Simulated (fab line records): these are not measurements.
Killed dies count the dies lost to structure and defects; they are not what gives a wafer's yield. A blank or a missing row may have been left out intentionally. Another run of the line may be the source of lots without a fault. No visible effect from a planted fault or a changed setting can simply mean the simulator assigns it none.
Comparing a struck lot with a sound one | flow nand-harc | 15 out of 1302 route steps
Sound: the wafers L908.2, L908.3, L908.4. Wafers L900.2, L900.3, L900.4 were the ones struck. The cause comes at the end.
Order at every step that has rows: each side's tool, ch and its chambers, its first start. Under that, the readings that differ: sound wafers | struck wafers | difference of the means | sigmas: that difference in standard deviations of wafers without a fault.
alike: readings whose means differ by less than 2 such deviations, and words and numbers that are the same on both sides. not compared: withheld readings, readings that some wafer has no value for, bounds like >300 that may hide the same value, and numbers for which the record gives no deviation and whose values overlap.
Wherever a step has rows on one side only, a row that says differs or no value, or a row with sigmas, the two part there. Numbers that don't overlap but have no deviation are shown without sigmas and don't part them. A reading that every wafer of one side lacks parts them only if that side has two wafers or more.

NHARC_A_CHANNEL_FILL_D1_ETCHBACK_20: etches the open film in C4F8/O2/Ar, target depth 27 nm, time 13.5 s.
  sound on rie-diel-10 ch 0,1,3, day 16 19:40; struck on rie-diel-05 ch 0,1,2, day 12 14:49
  reading                | sound | struck | difference | sigmas
  rf-hours-counter-h (h) | 5 4 5 | 3 2 2  | -2         |
  alike: oes-product-au, rf-vpp-V
NHARC_A_CHANNEL_FILL_D1_STRIP_28: strips in O2, time 20 s.
  sound on rie-diel-10 ch 0,2,3, day 16 19:45; struck on rie-diel-05 ch 0,1,2, day 12 14:55
  reading                | sound | struck | difference | sigmas
  rf-hours-counter-h (h) | 4 5 5 | 2 3 3  | -2         |
  alike: drypump-motor-current-A, o2-flow-sccm, oes-product-au, rf-vpp-V, showerhead-plenum-p-Torr, throttle-valve-pct
then, 4 steps without rows for these wafers: NHARC_A_CHANNEL_FILL_D1_PRECLEAN_21 (cleans in dHF, time 30 s); NHARC_A_CHANNEL_FILL_D1_SRD_23; NHARC_A_CHANNEL_FILL_D1_CVD_05 (deposits poly-Si, target thk 5 nm); NHARC_A_CHANNEL_FILL_D1_ANNEAL_22 (time 7200 s).
NHARC_A_CHANNEL_FILL_D1_THK_MEAS_06: measures by ellipsometry.
  sound: film-metro-02 at day 17 07:33; struck: film-metro-01 at day 13 02:46
  alike: thk-nm
NHARC_A_CHANNEL_FILL_D1_ALD_25: deposits SiOx, target thk 60 nm, pulse time 10 s, ald cycles 600.
  sound on ald-hk-04 ch 0,1,3, day 17 08:29; struck on ald-hk-01 ch 0,2,3, day 13 02:49
  alike: heater-power-w, precursor-pulse-height-rel
NHARC_A_CHANNEL_FILL_D1_ETCHBACK_08: etches the open film in C4F8, target depth 220 nm, time 110 s.
  sound: rie-diel-07 ch 1,2,3; struck: rie-diel-10 ch 0,1,2
  reading                | sound | struck | difference | sigmas
  rf-hours-counter-h (h) | 5 5 5 | 1 1 1  | -4         |
  alike: oes-product-au, rf-vpp-V
then, 3 steps without rows for these wafers: NHARC_A_CHANNEL_FILL_D1_STRIP_29 (strips in O2, time 20 s); NHARC_A_CHANNEL_FILL_D1_PRECLEAN_30 (cleans in dHF, time 30 s); NHARC_A_CHANNEL_FILL_D1_SRD_31.
NHARC_A_CHANNEL_FILL_D1_CVD_09: deposits poly-Si, target thk 150 nm, time 3000 s.
  struck on lpcvd-poly-04, day 13 10:59; sound on lpcvd-poly-02 ch 0, day 17 15:45
  no value came back on the struck wafers for pressure-mtorr (mTorr), run-length-s (s); on the sound wafers pressure-mtorr (mTorr) reads 200.5 200.2 200.5
NHARC_A_CHANNEL_FILL_D1_CMP_10: polishes, target thk 150 nm.
  sound on cmp-02 ch 1,2,3, day 17 18:52; struck on cmp-02 ch 0,2,3, day 13 14:10
  reading                | sound    | struck | difference | sigmas
  time-to-endpoint-s (s) | 10 14 10 | 10 3 0 | -7         | -2
  alike: motor-current-A, pad-life-wafers
-- jump in the record: it breaks off in module A_CHANNEL_FILL_D1 and resumes in module END (first step shown: number 1302 of the route), and 13 days separate the struck wafers' starts before and after --
NHARC_END_SORT_01:
  only the struck wafers appear in the record here, on prober-01 ch 0 at day 26 23:58; the sound ones have no rows

## WHERE THEY PART
First at NHARC_A_CHANNEL_FILL_D1_CVD_09; last, within this record, at NHARC_END_SORT_01.

WHY: whatever the simulator had introduced
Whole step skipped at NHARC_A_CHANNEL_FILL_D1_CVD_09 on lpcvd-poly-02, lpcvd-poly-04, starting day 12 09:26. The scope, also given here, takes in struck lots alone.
